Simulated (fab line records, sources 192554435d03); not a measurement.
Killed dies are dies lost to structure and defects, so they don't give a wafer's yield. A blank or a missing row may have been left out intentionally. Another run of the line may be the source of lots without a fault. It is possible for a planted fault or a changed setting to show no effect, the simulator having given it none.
3 desks, one fault / flow n5Finfet / each desk holds nothing but its own numbers, with what lay behind them at the end

DESK OF THE TOOL OWNER: rieDiel-02
The tool's own readings at N5_BEOL_M1_VIA_ETCH_34 (etches the open film in C4F6/O2, target depth 67.8 nm, time 64.4 s): means of the sampled wafers that have a number, for each lot that ran on this tool. Any lot whose mean is over 4 standard deviations away from the usual mean is out of limits and marked OUT; that distance is given in the brackets.
Columns: A = drypumpMotorCurrentA at N5_BEOL_M1_VIA_ETCH_34, usual 5.8 A; B = oes_f_703_au at N5_BEOL_M1_VIA_ETCH_34, usual 0.76 a.u.; C = oesProductAu at N5_BEOL_M1_VIA_ETCH_34, usual 0.76 a.u.; D = rfVppV at N5_BEOL_M1_VIA_ETCH_34, usual 666 V; E = runLengthS at N5_BEOL_M1_VIA_ETCH_34, usual 87.7 s; F = showerheadPlenumPTorr at N5_BEOL_M1_VIA_ETCH_34, usual 2.83 Torr; G = throttleValvePct at N5_BEOL_M1_VIA_ETCH_34, usual 30.7 %
lot=L777; first seen here=day 9 23:02; A=6.6; B=0.74; C=0.74; D=674; E=88.0; F=2.87; G=30.6
lot=L781; first seen here=day 10 12:49; A=5.3; B=0.83; C=0.83; D=668; E=101.5 (+29) OUT; F=2.92; G=30.8
lot=L782; first seen here=day 10 14:50; A=5.7; B=0.81; C=0.81; D=660; E=102.0 (+30) OUT; F=2.88; G=30.9
Finding of this desk: L781, L782 out of limits; the first was L781 at day 10 12:49, on runLengthS at N5_BEOL_M1_VIA_ETCH_34. L777 stayed within limits.

THE DEFECT DESK
For each lot, the counts of the inspections along the route, averaged over the sampled wafers that have a number. Any lot whose mean is over 4 standard deviations away from the usual mean is out of limits and marked OUT; that distance is given in the brackets.
Columns: A = rawDefectCount at N5_BEOL_M1_INSPECT_30, usual 439
lot=L774; first seen here=day 8 13:35; A=355
lot=L777; first seen here=day 9 21:28; A=446
lot=L781; first seen here=day 10 08:06; A=470
lot=L782; first seen here=day 10 14:02; A=404
lot=L785; first seen here=day 11 08:11; A=427
lot=L787; first seen here=day 12 06:52; A=514
This desk's finding: nothing out of limits on any of the 6 lots.

METROLOGY DESK
Means of the sampled wafers that have a number, per lot and without regard to the tool the lot ran on: this is what the gauges read. Any lot whose mean is over 4 standard deviations away from the usual mean is out of limits and marked OUT; that distance is given in the brackets. Readings shown: 7 of its 12, picked as those furthest out on some lot.
Columns: A = V0_OVL at N5_BEOL_M1_OVL_MEAS_29, usual 0.1 nm; B = DIBL_P at N5_BEOL_M4_RC_MEAS_101, usual 36.5 mV/V; C = IOFF_N at N5_BEOL_M4_RC_MEAS_101, usual 0.16 nA/um; D = IOFF_P at N5_BEOL_M4_RC_MEAS_101, usual 0.21 nA/um; E = SS_P at N5_BEOL_M4_RC_MEAS_101, usual 73.4 mV/dec; F = VT_N at N5_BEOL_M4_RC_MEAS_101, usual 250 mV; G = VT_P at N5_BEOL_M4_RC_MEAS_101, usual -250.5 mV
lot=L774; first seen here=day 8 13:29; A=0.2; B=36.6; C=0.16; D=0.21; E=73.1; F=252; G=-249.9
lot=L777; first seen here=day 9 21:22; A=0.1; B=37.8; C=0.19; D=0.23; E=73.5; F=249; G=-249.4
lot=L781; first seen here=day 10 08:01; A=-1.1; B=33.5; C=0.14; D=0.17; E=72.9; F=250; G=-254.1
lot=L782; first seen here=day 10 13:57; A=0.6; B=35.0; C=0.15; D=0.22; E=73.0; F=253; G=-248.2
lot=L785; first seen here=day 11 08:06; A=-0.4; B=37.5; C=0.18; D=0.23; E=73.4; F=248; G=-249.3
lot=L787; first seen here=day 12 06:46; A=0.3; B=39.6; C=0.19; D=0.21; E=74.4; F=250; G=-253.3
This desk's finding: nothing out of limits on any of the 6 lots.

PUT TOGETHER
On L781, L782, at day 10 12:49, an alarm was possible from the tool owner's desk.
Nothing the defect desk looked at was out of limits.
The metrology desk saw nothing out of limits.
The defect desk has L781, L782 on record, within its limits.
The metrology desk holds a record of L781, L782, inside its limits.
Every lot named ran N5_BEOL_M1_VIA_ETCH_34 on rieDiel-02.

WHAT WAS PUT IN BY THE SIMULATOR
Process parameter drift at N5_BEOL_M1_VIA_ETCH_34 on rieDiel-02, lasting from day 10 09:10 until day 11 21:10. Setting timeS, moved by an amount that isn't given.
Shown lots that were struck: L781, L782.
Delay in hours, fault start to first out-of-limits reading, by desk: the tool owner's desk at 4.
